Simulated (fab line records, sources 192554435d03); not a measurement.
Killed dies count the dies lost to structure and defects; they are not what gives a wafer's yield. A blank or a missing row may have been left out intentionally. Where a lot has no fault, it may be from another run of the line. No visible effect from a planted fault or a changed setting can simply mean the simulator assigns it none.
fab line records :: flow n5Finfet :: part 2 of 2: steps 16 to 22 of 22
[record]
  lots = 5
  wafers = 15
  lastDay = 17
route steps=1938 shown HKMG_FIN@434
lots that met no fault: taken from a fault-free run of the same line
startH: start of the lot's first displayed wafer, in hours after the record's first day :: waitH: hours from the lot's prior step to this one :: " same as the row above :: L1.1+2: one row covering several wafers at once :: - no value, or no start given :: * or withheld: withheld :: < > ~ a bound
route shown NAME@n: a module of which the file shows steps, and the number in the route of the first :: usual: mean/standard deviation of fault-free wafers :: same: alike in all rows :: chamber/n: place in a boat :: sites: the reading at each site :: _std_site: how widely they spread, as a standard deviation :: _edge_site: inner sites' mean taken away from outer sites' mean :: radiusMm: for every site, how far away it sits from the centre of the wafer :: mask NAME#n: copy n :: behind: the tool/chamber that last shaped the wafer :: hold: the reason the lot was held/the length of the hold in hours/how it ended :: device: the n, p or np transistor that did not switch :: end of line: the tests these same wafers got at the end of their route :: a step with no rows: only its recipe :: killed: the dies lost at the first sort to structure and to defects; this is not the yield of the wafer :: map: a wafer's dies, marking killed ones x, the rest . and places with no die _
set.NAME: the run value of the setting; set.NAME@STEP: its run value at that earlier step :: model.NAME: the simulator's own value behind a step, which no gauge read
a table for each step, a row for each wafer; lots at some steps of the route
services: from which hour (startH, from the record's first day; less than 0 if before it) a tool's chamber was out of use, for how many hours, and why
[[steps]]
[step N5_HKMG_FIN_ALD_71]
[recipe]
  material = TiN
  targetThkA = 10
  tempC = 400
  aldPrecursorFamily = TiCl4
  aldCoReactant = NH3
  pulseTimeS = 1
  purgeTimeS = 3
  coReactantPurgeTimeS = 2
  coReactantPulseTimeS = 2
  aldCycles = 47
  pressureTorr = 3
[usual]
  heaterPowerW = 892/72
  precursorPulseHeightRel = 1.000/0.019
lot.wafer: L075.1
tool: aldMetal-04
chamber: 3
startH: 85.62
waitH: 0.0
heaterPowerW: 819
precursorPulseHeightRel: 0.959
sinceWetCleanH: 5902

lot.wafer: L075.2
tool: aldMetal-04
chamber: 1
startH: 85.62
waitH: 0.0
heaterPowerW: 859
precursorPulseHeightRel: 0.985
sinceWetCleanH: 5902

lot.wafer: L075.5
tool: aldMetal-04
chamber: 1
startH: 85.62
waitH: 0.0
heaterPowerW: 893
precursorPulseHeightRel: 0.971
sinceWetCleanH: -

lot.wafer: L082.1
tool: aldMetal-01
chamber: 3
startH: 132.19
waitH: 0.0
heaterPowerW: 909
precursorPulseHeightRel: 1.000
sinceWetCleanH: 2872

lot.wafer: L082.3
tool: aldMetal-01
chamber: 2
startH: 132.19
waitH: 0.0
heaterPowerW: 805
precursorPulseHeightRel: 0.952
sinceWetCleanH: 2872

lot.wafer: L082.5
tool: aldMetal-01
chamber: 2
startH: 132.19
waitH: 0.0
heaterPowerW: 805
precursorPulseHeightRel: 1.018
sinceWetCleanH: -

lot.wafer: L083.1
tool: aldMetal-04
chamber: 1
startH: 135.34
waitH: 0.0
heaterPowerW: 856
precursorPulseHeightRel: 1.010
sinceWetCleanH: 5952

lot.wafer: L083.3
tool: aldMetal-04
chamber: 0
startH: 135.34
waitH: 0.0
heaterPowerW: 869
precursorPulseHeightRel: 1.016
sinceWetCleanH: 5952

lot.wafer: L083.6
tool: aldMetal-04
chamber: 3
startH: 135.34
waitH: 0.0
heaterPowerW: 830
precursorPulseHeightRel: 1.009
sinceWetCleanH: -

lot.wafer: L092.1
tool: aldMetal-01
chamber: 2
startH: 186.01
waitH: 0.0
heaterPowerW: 797
precursorPulseHeightRel: 1.018
sinceWetCleanH: 2926

lot.wafer: L092.3
tool: aldMetal-01
chamber: 0
startH: 186.01
waitH: 0.0
heaterPowerW: 868
precursorPulseHeightRel: 1.039
sinceWetCleanH: 2926

lot.wafer: L092.4
tool: aldMetal-01
chamber: 1
startH: 186.01
waitH: 0.0
heaterPowerW: 847
precursorPulseHeightRel: 1.002
sinceWetCleanH: 2926

lot.wafer: L093.1
tool: aldMetal-03
chamber: 1
startH: 193.58
waitH: 0.0
heaterPowerW: 1025
precursorPulseHeightRel: 1.034
sinceWetCleanH: 4472

lot.wafer: L093.2
tool: aldMetal-03
chamber: 3
startH: 193.58
waitH: 0.0
heaterPowerW: 877
precursorPulseHeightRel: 1.012
sinceWetCleanH: 4472

lot.wafer: L093.6
tool: aldMetal-03
chamber: 1
startH: 193.58
waitH: 0.0
heaterPowerW: 1012
precursorPulseHeightRel: 1.003
sinceWetCleanH: -
[step N5_HKMG_FIN_COAT_66]
[recipe]
  resist = SOC
  tempC = 250
  timeS = 60
  spinRpm = 1500
  resistThkNm = 300
[usual]
  exhaustPa = 45.0/0.88
lot.wafer: L075.1
tool: lithoTrack-02
chamber: 0
startH: 85.90
waitH: 0.2
exhaustPa: 45.0

lot.wafer: L075.2
tool: lithoTrack-02
chamber: 0
startH: 85.90
waitH: 0.2
exhaustPa: 46.3

lot.wafer: L075.5
tool: lithoTrack-02
chamber: 0
startH: 85.90
waitH: 0.2
exhaustPa: 45.5

lot.wafer: L082.1
tool: lithoTrack-04
chamber: 0
startH: 132.46
waitH: 0.2
exhaustPa: 45.0

lot.wafer: L082.3
tool: lithoTrack-04
chamber: 0
startH: 132.46
waitH: 0.2
exhaustPa: 44.9

lot.wafer: L082.5
tool: lithoTrack-04
chamber: 0
startH: 132.46
waitH: 0.2
exhaustPa: 44.8

lot.wafer: L083.1
tool: lithoTrack-02
chamber: 0
startH: 135.61
waitH: 0.2
exhaustPa: 45.3

lot.wafer: L083.3
tool: lithoTrack-02
chamber: 0
startH: 135.61
waitH: 0.2
exhaustPa: 46.4

lot.wafer: L083.6
tool: lithoTrack-02
chamber: 0
startH: 135.61
waitH: 0.2
exhaustPa: 46.4

lot.wafer: L092.1
tool: lithoTrack-04
chamber: 0
startH: 186.29
waitH: 0.2
exhaustPa: 46.5

lot.wafer: L092.3
tool: lithoTrack-04
chamber: 0
startH: 186.29
waitH: 0.2
exhaustPa: 44.7

lot.wafer: L092.4
tool: lithoTrack-04
chamber: 0
startH: 186.29
waitH: 0.2
exhaustPa: 45.3

lot.wafer: L093.1
tool: lithoTrack-05
chamber: 0
startH: 193.86
waitH: 0.2
exhaustPa: 45.5

lot.wafer: L093.2
tool: lithoTrack-05
chamber: 0
startH: 193.86
waitH: 0.2
exhaustPa: 44.1

lot.wafer: L093.6
tool: lithoTrack-05
chamber: 0
startH: 193.86
waitH: 0.2
exhaustPa: 44.5
[step N5_HKMG_FIN_ETCH_67]
[recipe]
  chemistry = N2/H2
  target = SOC
  targetDepthA = 3889
  stopOn = TiN
  ionEnergyEv = 100
  biasW = 61
  pressureMtorr = 30
  sourceW = 850
  n2FlowSccm = 200
  h2FlowSccm = 200
[usual]
  drypumpMotorCurrentA = 5.7/0.31
  n2FlowSccm = 200.0/0.55
  oesProductAu = 0.80/0.089
  rfVppV = 240.8/1.3
  showerheadPlenumPTorr = 2.54/0.084
  throttleValvePct = 17.80/0.24
lot.wafer: L075.1
tool: rieDiel-03
chamber: 2
startH: 86.08
waitH: -
drypumpMotorCurrentA: 5.7
n2FlowSccm: 199.5
oesProductAu: 0.76
rfHoursCounterH: 140
rfVppV: 240.2
showerheadPlenumPTorr: 2.45
throttleValvePct: 17.84

lot.wafer: L075.2
tool: rieDiel-03
chamber: 3
startH: 86.08
waitH: -
drypumpMotorCurrentA: 5.6
n2FlowSccm: 200.2
oesProductAu: 0.88
rfHoursCounterH: 29
rfVppV: 241.5
showerheadPlenumPTorr: 2.59
throttleValvePct: 17.60

lot.wafer: L075.5
tool: rieDiel-03
chamber: 3
startH: 86.08
waitH: -
drypumpMotorCurrentA: 5.6
n2FlowSccm: 200.4
oesProductAu: 0.87
rfHoursCounterH: -
rfVppV: 241.4
showerheadPlenumPTorr: 2.59
throttleValvePct: 17.59

lot.wafer: L082.1
tool: rieDiel-03
chamber: 3
startH: 132.52
waitH: -
drypumpMotorCurrentA: 5.6
n2FlowSccm: 199.4
oesProductAu: 0.85
rfHoursCounterH: 44
rfVppV: 240.6
showerheadPlenumPTorr: 2.59
throttleValvePct: 17.62

lot.wafer: L082.3
tool: rieDiel-03
chamber: 0
startH: 132.52
waitH: -
drypumpMotorCurrentA: 5.6
n2FlowSccm: 200.0
oesProductAu: 0.72
rfHoursCounterH: 173
rfVppV: 242.0
showerheadPlenumPTorr: 2.63
throttleValvePct: 18.14

lot.wafer: L082.5
tool: rieDiel-03
chamber: 3
startH: 132.52
waitH: -
drypumpMotorCurrentA: 5.6
n2FlowSccm: 200.0
oesProductAu: 0.86
rfHoursCounterH: -
rfVppV: 241.3
showerheadPlenumPTorr: 2.58
throttleValvePct: 17.59

lot.wafer: L083.1
tool: rieDiel-03
chamber: 3
startH: 135.68
waitH: -
drypumpMotorCurrentA: 5.6
n2FlowSccm: 200.0
oesProductAu: 0.85
rfHoursCounterH: 46
rfVppV: 240.8
showerheadPlenumPTorr: 2.58
throttleValvePct: 17.61

lot.wafer: L083.3
tool: rieDiel-03
chamber: 0
startH: 135.68
waitH: -
drypumpMotorCurrentA: 5.5
n2FlowSccm: 200.6
oesProductAu: 0.71
rfHoursCounterH: 175
rfVppV: 242.4
showerheadPlenumPTorr: 2.63
throttleValvePct: 18.14

lot.wafer: L083.6
tool: rieDiel-03
chamber: 2
startH: 135.68
waitH: -
drypumpMotorCurrentA: 5.7
n2FlowSccm: 200.6
oesProductAu: 0.75
rfHoursCounterH: -
rfVppV: 239.3
showerheadPlenumPTorr: 2.44
throttleValvePct: 17.87

lot.wafer: L092.1
tool: rieDiel-01
chamber: 3
startH: 186.66
waitH: -
drypumpMotorCurrentA: 5.1
n2FlowSccm: 201.0
oesProductAu: 0.96
rfHoursCounterH: 2
rfVppV: 244.1
showerheadPlenumPTorr: 2.71
throttleValvePct: 17.52

lot.wafer: L092.3
tool: rieDiel-01
chamber: 1
startH: 186.66
waitH: -
drypumpMotorCurrentA: 6.0
n2FlowSccm: 200.2
oesProductAu: 0.77
rfHoursCounterH: 115
rfVppV: 241.8
showerheadPlenumPTorr: 2.66
throttleValvePct: 17.61

lot.wafer: L092.4
tool: rieDiel-01
chamber: 0
startH: 186.66
waitH: -
drypumpMotorCurrentA: 6.2
n2FlowSccm: 199.7
oesProductAu: 0.78
rfHoursCounterH: 130
rfVppV: 241.6
showerheadPlenumPTorr: 2.53
throttleValvePct: 17.80

lot.wafer: L093.1
tool: rieDiel-03
chamber: 1
startH: 194.21
waitH: -
drypumpMotorCurrentA: 5.4
n2FlowSccm: 199.6
oesProductAu: 0.70
rfHoursCounterH: 222
rfVppV: 238.7
showerheadPlenumPTorr: 2.38
throttleValvePct: 17.85

lot.wafer: L093.2
tool: rieDiel-03
chamber: 0
startH: 194.21
waitH: -
drypumpMotorCurrentA: 5.5
n2FlowSccm: 199.8
oesProductAu: 0.69
rfHoursCounterH: 201
rfVppV: 243.0
showerheadPlenumPTorr: 2.61
throttleValvePct: 18.19

lot.wafer: L093.6
tool: rieDiel-03
chamber: 2
startH: 194.21
waitH: -
drypumpMotorCurrentA: 5.8
n2FlowSccm: 200.3
oesProductAu: 0.73
rfHoursCounterH: -
rfVppV: 240.3
showerheadPlenumPTorr: 2.44
throttleValvePct: 17.91
[step N5_HKMG_FIN_STRIP_90]
[recipe]
  chemistry = N2/H2
  material = SOC
  timeS = 20
  powerW = 500
  tempC = 40
  pressureMtorr = 50
  rfFrequencyHz = 6e+07
  biasPowerW = 8
  h2Frac = 0.5
  n2FlowSccm = 300
  h2FlowSccm = 300
[usual]
  drypumpMotorCurrentA = 5.7/0.31
  n2FlowSccm = 300.0/0.95
  oesProductAu = 0.83/0.099
  rfVppV = 54.2/0.88
  showerheadPlenumPTorr = 3.35/0.11
  throttleValvePct = 19.0/0.39
lot.wafer: L075.1
tool: rieDiel-03
chamber: 2
startH: 86.14
waitH: 0.0
drypumpMotorCurrentA: 5.7
n2FlowSccm: 298.7
oesProductAu: 0.77
rfHoursCounterH: 140
rfVppV: 54.7
showerheadPlenumPTorr: 3.24
throttleValvePct: 19.4

lot.wafer: L075.2
tool: rieDiel-03
chamber: 3
startH: 86.14
waitH: 0.0
drypumpMotorCurrentA: 5.6
n2FlowSccm: 299.4
oesProductAu: 0.93
rfHoursCounterH: 29
rfVppV: 55.2
showerheadPlenumPTorr: 3.42
throttleValvePct: 18.8

lot.wafer: L075.5
tool: rieDiel-03
chamber: 3
startH: 86.14
waitH: 0.0
drypumpMotorCurrentA: 5.6
n2FlowSccm: 299.1
oesProductAu: 0.93
rfHoursCounterH: -
rfVppV: 54.7
showerheadPlenumPTorr: 3.42
throttleValvePct: 18.8

lot.wafer: L082.1
tool: rieDiel-03
chamber: 3
startH: 132.58
waitH: 0.0
drypumpMotorCurrentA: 5.6
n2FlowSccm: 298.8
oesProductAu: 0.90
rfHoursCounterH: 44
rfVppV: 55.2
showerheadPlenumPTorr: 3.41
throttleValvePct: 18.8

lot.wafer: L082.3
tool: rieDiel-03
chamber: 0
startH: 132.58
waitH: 0.0
drypumpMotorCurrentA: 5.6
n2FlowSccm: 301.1
oesProductAu: 0.72
rfHoursCounterH: 173
rfVppV: 54.9
showerheadPlenumPTorr: 3.47
throttleValvePct: 19.3

lot.wafer: L082.5
tool: rieDiel-03
chamber: 3
startH: 132.58
waitH: 0.0
drypumpMotorCurrentA: 5.6
n2FlowSccm: 298.2
oesProductAu: 0.90
rfHoursCounterH: -
rfVppV: 53.9
showerheadPlenumPTorr: 3.41
throttleValvePct: 18.8

lot.wafer: L083.1
tool: rieDiel-03
chamber: 3
startH: 135.74
waitH: 0.0
drypumpMotorCurrentA: 5.6
n2FlowSccm: 297.9
oesProductAu: 0.90
rfHoursCounterH: 46
rfVppV: 54.8
showerheadPlenumPTorr: 3.41
throttleValvePct: 18.8

lot.wafer: L083.3
tool: rieDiel-03
chamber: 0
startH: 135.74
waitH: 0.0
drypumpMotorCurrentA: 5.5
n2FlowSccm: 300.9
oesProductAu: 0.73
rfHoursCounterH: 175
rfVppV: 53.7
showerheadPlenumPTorr: 3.46
throttleValvePct: 19.3

lot.wafer: L083.6
tool: rieDiel-03
chamber: 2
startH: 135.74
waitH: 0.0
drypumpMotorCurrentA: 5.7
n2FlowSccm: 300.8
oesProductAu: 0.76
rfHoursCounterH: -
rfVppV: 54.7
showerheadPlenumPTorr: 3.23
throttleValvePct: 19.4

lot.wafer: L092.1
tool: rieDiel-01
chamber: 3
startH: 186.72
waitH: 0.0
drypumpMotorCurrentA: 5.1
n2FlowSccm: 302.3
oesProductAu: 0.98
rfHoursCounterH: 3
rfVppV: 54.1
showerheadPlenumPTorr: 3.57
throttleValvePct: 18.7

lot.wafer: L092.3
tool: rieDiel-01
chamber: 1
startH: 186.72
waitH: 0.0
drypumpMotorCurrentA: 6.0
n2FlowSccm: 300.5
oesProductAu: 0.77
rfHoursCounterH: 115
rfVppV: 53.4
showerheadPlenumPTorr: 3.50
throttleValvePct: 18.6

lot.wafer: L092.4
tool: rieDiel-01
chamber: 0
startH: 186.72
waitH: 0.0
drypumpMotorCurrentA: 6.2
n2FlowSccm: 299.9
oesProductAu: 0.79
rfHoursCounterH: 130
rfVppV: 55.0
showerheadPlenumPTorr: 3.35
throttleValvePct: 18.9

lot.wafer: L093.1
tool: rieDiel-03
chamber: 1
startH: 194.27
waitH: 0.0
drypumpMotorCurrentA: 5.4
n2FlowSccm: 299.8
oesProductAu: 0.71
rfHoursCounterH: 222
rfVppV: 54.3
showerheadPlenumPTorr: 3.15
throttleValvePct: 18.9

lot.wafer: L093.2
tool: rieDiel-03
chamber: 0
startH: 194.27
waitH: 0.0
drypumpMotorCurrentA: 5.6
n2FlowSccm: 301.4
oesProductAu: 0.71
rfHoursCounterH: 201
rfVppV: 55.1
showerheadPlenumPTorr: 3.45
throttleValvePct: 19.4

lot.wafer: L093.6
tool: rieDiel-03
chamber: 2
startH: 194.27
waitH: 0.0
drypumpMotorCurrentA: 5.7
n2FlowSccm: 300.8
oesProductAu: 0.76
rfHoursCounterH: -
rfVppV: 54.7
showerheadPlenumPTorr: 3.22
throttleValvePct: 19.4
[step N5_HKMG_FIN_WET_ETCH_73]
[recipe]
  chemistry = SC1
  mix = 1:2:40
  tempC = 50
  timeS = 42.3
  targetDepthNm = 1.3
  dry = ipaMarangoni
  rinseTimeS = 30
  rinseTempC = 23
lot.wafer: L075.1+2+5
tool: wetBench-03
chamber: 7,0,5
startH: 86.24
waitH: 0.1

lot.wafer: L082.1+3+5
tool: wetBench-01
chamber: 4,1,7
startH: 132.68
waitH: 0.1

lot.wafer: L083.1+3+6
tool: wetBench-01
chamber: 3,5,2
startH: 135.84
waitH: 0.1

lot.wafer: L092.1+3+4
tool: wetBench-03
chamber: 7,6,1
startH: 186.81
waitH: 0.1

lot.wafer: L093.1+2+6
tool: wetBench-01
chamber: 4,3,0
startH: 194.37
waitH: 0.1
[step N5_HKMG_FIN_ETCHBACK_68]
[recipe]
  chemistry = Cl2/Ar
  stopOn = HfO2
  targetDepthA = 5
  pressureMtorr = 10
  icpW = 600
  biasW = 60
  Cl2_flow_sccm = 40
  Ar_flow_sccm = 60
[usual]
  drypumpMotorCurrentA = 5.6/0.49
  mfcCl2Sccm = 40.01/0.13
  oesProductAu = 0.73/0.1
  throttleValvePct = 20.74/0.26
lot.wafer: L075.1
tool: rieMetal-01
chamber: 0
startH: 86.30
waitH: 0.0
drypumpMotorCurrentA: 6.4
mfcCl2Sccm: 40.04
oesProductAu: 0.59
rfHoursCounterH: 135
throttleValvePct: 20.97

lot.wafer: L075.2
tool: rieMetal-01
chamber: 1
startH: 86.30
waitH: 0.0
drypumpMotorCurrentA: 5.9
mfcCl2Sccm: 39.86
oesProductAu: 0.85
rfHoursCounterH: 16
throttleValvePct: 20.74

lot.wafer: L075.5
tool: rieMetal-01
chamber: 1
startH: 86.30
waitH: 0.0
drypumpMotorCurrentA: 5.9
mfcCl2Sccm: 39.85
oesProductAu: 0.84
rfHoursCounterH: -
throttleValvePct: 20.74

lot.wafer: L082.1
tool: rieMetal-03
chamber: 1
startH: 132.74
waitH: 0.0
drypumpMotorCurrentA: 5.8
mfcCl2Sccm: 40.10
oesProductAu: 0.64
rfHoursCounterH: 101
throttleValvePct: 20.49

lot.wafer: L082.3
tool: rieMetal-03
chamber: 0
startH: 132.74
waitH: 0.0
drypumpMotorCurrentA: 4.7
mfcCl2Sccm: 40.07
oesProductAu: 0.72
rfHoursCounterH: -
throttleValvePct: 20.64

lot.wafer: L082.5
tool: rieMetal-03
chamber: 0
startH: 132.74
waitH: 0.0
drypumpMotorCurrentA: 4.8
mfcCl2Sccm: 39.99
oesProductAu: 0.74
rfHoursCounterH: -
throttleValvePct: 20.63

lot.wafer: L083.1
tool: rieMetal-01
chamber: 1
startH: 135.90
waitH: 0.0
drypumpMotorCurrentA: 5.9
mfcCl2Sccm: 40.02
oesProductAu: 0.82
rfHoursCounterH: 20
throttleValvePct: 20.75

lot.wafer: L083.3
tool: rieMetal-01
chamber: 1
startH: 135.90
waitH: 0.0
drypumpMotorCurrentA: 5.9
mfcCl2Sccm: 40.05
oesProductAu: 0.82
rfHoursCounterH: -
throttleValvePct: 20.73

lot.wafer: L083.6
tool: rieMetal-01
chamber: 1
startH: 135.90
waitH: 0.0
drypumpMotorCurrentA: 5.9
mfcCl2Sccm: 39.84
oesProductAu: 0.82
rfHoursCounterH: -
throttleValvePct: 20.75

lot.wafer: L092.1
tool: rieMetal-02
chamber: 1
startH: 186.87
waitH: 0.0
drypumpMotorCurrentA: 5.4
mfcCl2Sccm: 40.05
oesProductAu: 0.87
rfHoursCounterH: 14
throttleValvePct: 20.47

lot.wafer: L092.3
tool: rieMetal-02
chamber: 0
startH: 186.87
waitH: 0.0
drypumpMotorCurrentA: 5.7
mfcCl2Sccm: 39.93
oesProductAu: 0.64
rfHoursCounterH: -
throttleValvePct: 21.25

lot.wafer: L092.4
tool: rieMetal-02
chamber: 1
startH: 186.87
waitH: 0.0
drypumpMotorCurrentA: 5.4
mfcCl2Sccm: 40.27
oesProductAu: 0.87
rfHoursCounterH: -
throttleValvePct: 20.45

lot.wafer: L093.1
tool: rieMetal-01
chamber: 1
startH: 194.43
waitH: 0.0
drypumpMotorCurrentA: 5.9
mfcCl2Sccm: 40.01
oesProductAu: 0.80
rfHoursCounterH: 26
throttleValvePct: 20.75

lot.wafer: L093.2
tool: rieMetal-01
chamber: 1
startH: 194.43
waitH: 0.0
drypumpMotorCurrentA: 5.9
mfcCl2Sccm: 40.08
oesProductAu: 0.81
rfHoursCounterH: -
throttleValvePct: 20.76

lot.wafer: L093.6
tool: rieMetal-01
chamber: 1
startH: 194.43
waitH: 0.0
drypumpMotorCurrentA: 5.9
mfcCl2Sccm: 40.18
oesProductAu: 0.81
rfHoursCounterH: -
throttleValvePct: 20.76
[step N5_HKMG_FIN_STRIP_69]
[recipe]
  chemistry = N2/H2
  powerW = 2500
  tempC = 300
  h2Frac = 0.65
  timeS = 360
  pressureMtorr = withheld
  n2FlowSccm = 1750
  h2FlowSccm = 3250
[usual]
  drypumpMotorCurrentA = 5.5/0.4
  heaterPowerW = 461/32
  n2FlowSccm = 1750/5.6
lot.wafer: L075.1
tool: plasmaAsher-01
chamber: 1
startH: 86.44
waitH: 0.1
drypumpMotorCurrentA: 5.0
heaterPowerW: 494
n2FlowSccm: 1745
rfHoursCounterH: 97

lot.wafer: L075.2
tool: plasmaAsher-01
chamber: 0
startH: 86.44
waitH: 0.1
drypumpMotorCurrentA: 6.2
heaterPowerW: 404
n2FlowSccm: 1754
rfHoursCounterH: 97

lot.wafer: L075.5
tool: plasmaAsher-01
chamber: 0
startH: 86.44
waitH: 0.1
drypumpMotorCurrentA: 6.2
heaterPowerW: 416
n2FlowSccm: 1751
rfHoursCounterH: -

lot.wafer: L082.1
tool: plasmaAsher-02
chamber: 1
startH: 132.88
waitH: 0.1
drypumpMotorCurrentA: 5.6
heaterPowerW: 477
n2FlowSccm: 1760
rfHoursCounterH: 44

lot.wafer: L082.3
tool: plasmaAsher-02
chamber: 0
startH: 132.88
waitH: 0.1
drypumpMotorCurrentA: 5.5
heaterPowerW: 457
n2FlowSccm: 1749
rfHoursCounterH: -

lot.wafer: L082.5
tool: plasmaAsher-02
chamber: 1
startH: 132.88
waitH: 0.1
drypumpMotorCurrentA: 5.6
heaterPowerW: 465
n2FlowSccm: 1760
rfHoursCounterH: -

lot.wafer: L083.1
tool: plasmaAsher-01
chamber: 1
startH: 136.04
waitH: 0.1
drypumpMotorCurrentA: 5.0
heaterPowerW: 486
n2FlowSccm: 1751
rfHoursCounterH: 107

lot.wafer: L083.3
tool: plasmaAsher-01
chamber: 1
startH: 136.04
waitH: 0.1
drypumpMotorCurrentA: 5.0
heaterPowerW: 496
n2FlowSccm: 1746
rfHoursCounterH: -

lot.wafer: L083.6
tool: plasmaAsher-01
chamber: 1
startH: 136.04
waitH: 0.1
drypumpMotorCurrentA: 4.9
heaterPowerW: 488
n2FlowSccm: 1743
rfHoursCounterH: -

lot.wafer: L092.1
tool: plasmaAsher-01
chamber: 0
startH: 187.01
waitH: 0.1
drypumpMotorCurrentA: 6.2
heaterPowerW: 396
n2FlowSccm: 1742
rfHoursCounterH: 117

lot.wafer: L092.3
tool: plasmaAsher-01
chamber: 1
startH: 187.01
waitH: 0.1
drypumpMotorCurrentA: 5.0
heaterPowerW: 501
n2FlowSccm: 1750
rfHoursCounterH: -

lot.wafer: L092.4
tool: plasmaAsher-01
chamber: 0
startH: 187.01
waitH: 0.1
drypumpMotorCurrentA: 6.1
heaterPowerW: 406
n2FlowSccm: 1745
rfHoursCounterH: -

lot.wafer: L093.1
tool: plasmaAsher-02
chamber: 1
startH: 194.69
waitH: 0.2
drypumpMotorCurrentA: 5.6
heaterPowerW: 484
n2FlowSccm: 1749
rfHoursCounterH: 58

lot.wafer: L093.2
tool: plasmaAsher-02
chamber: 0
startH: 194.69
waitH: 0.2
drypumpMotorCurrentA: 5.5
heaterPowerW: 460
n2FlowSccm: 1753
rfHoursCounterH: 58

lot.wafer: L093.6
tool: plasmaAsher-02
chamber: 1
startH: 194.69
waitH: 0.2
drypumpMotorCurrentA: 5.6
heaterPowerW: 477
n2FlowSccm: 1738
rfHoursCounterH: -
[[services]]
tool: rieDiel-03
chamber: 2
startH: 60.98
hours: 1.8
kind: repair

tool: aldMetal-03
chamber: -
startH: 68.37
hours: 2.9
kind: repair

tool: plasmaAsher-02
chamber: -
startH: 84.93
hours: 11.0
kind: repair

tool: rieDiel-01
chamber: -
startH: 87.14
hours: 1.0
kind: repair

tool: rieMetal-03
chamber: 0
startH: 118.19
hours: 7.1
kind: repair

tool: aldMetal-04
chamber: 0
startH: 122.42
hours: 2.0
kind: repair

tool: aldMetal-03
chamber: 0
startH: 127.05
hours: 11.6
kind: repair

tool: rieMetal-01
chamber: -
startH: 128.06
hours: 0.1
kind: repair

tool: rieDiel-01
chamber: 2
startH: 134.57
hours: -
kind: clean

tool: rieDiel-01
chamber: 2
startH: 134.57
hours: -
kind: consumableReplace:esc

tool: rieDiel-01
chamber: 2
startH: 134.57
hours: -
kind: consumableReplace:focusRing

tool: rieDiel-01
chamber: 2
startH: 134.57
hours: 18.7
kind: scheduledDown

tool: rieDiel-01
chamber: 2
startH: 134.57
hours: 18.7
kind: ventCycle

tool: aldMetal-04
chamber: 0
startH: 138.99
hours: 24.5
kind: repair

tool: aldMetal-04
chamber: 3
startH: 140.65
hours: 11.8
kind: repair

tool: rieDiel-01
chamber: -
startH: 141.22
hours: 1.0
kind: repair

tool: rieDiel-05
chamber: -
startH: 143.37
hours: 14.6
kind: pm

tool: rieDiel-03
chamber: 3
startH: 149.91
hours: 2.5
kind: repair

tool: rieDiel-01
chamber: 3
startH: 153.44
hours: -
kind: clean

tool: rieDiel-01
chamber: 3
startH: 153.44
hours: -
kind: consumableReplace:focusRing

tool: rieDiel-01
chamber: 3
startH: 153.44
hours: -
kind: consumableReplace:showerhead

tool: rieDiel-01
chamber: 3
startH: 153.44
hours: 27.5
kind: scheduledDown

tool: rieDiel-05
chamber: -
startH: 180.40
hours: 15.6
kind: pm

tool: aldMetal-01
chamber: 1
startH: 190.98
hours: 1.6
kind: repair
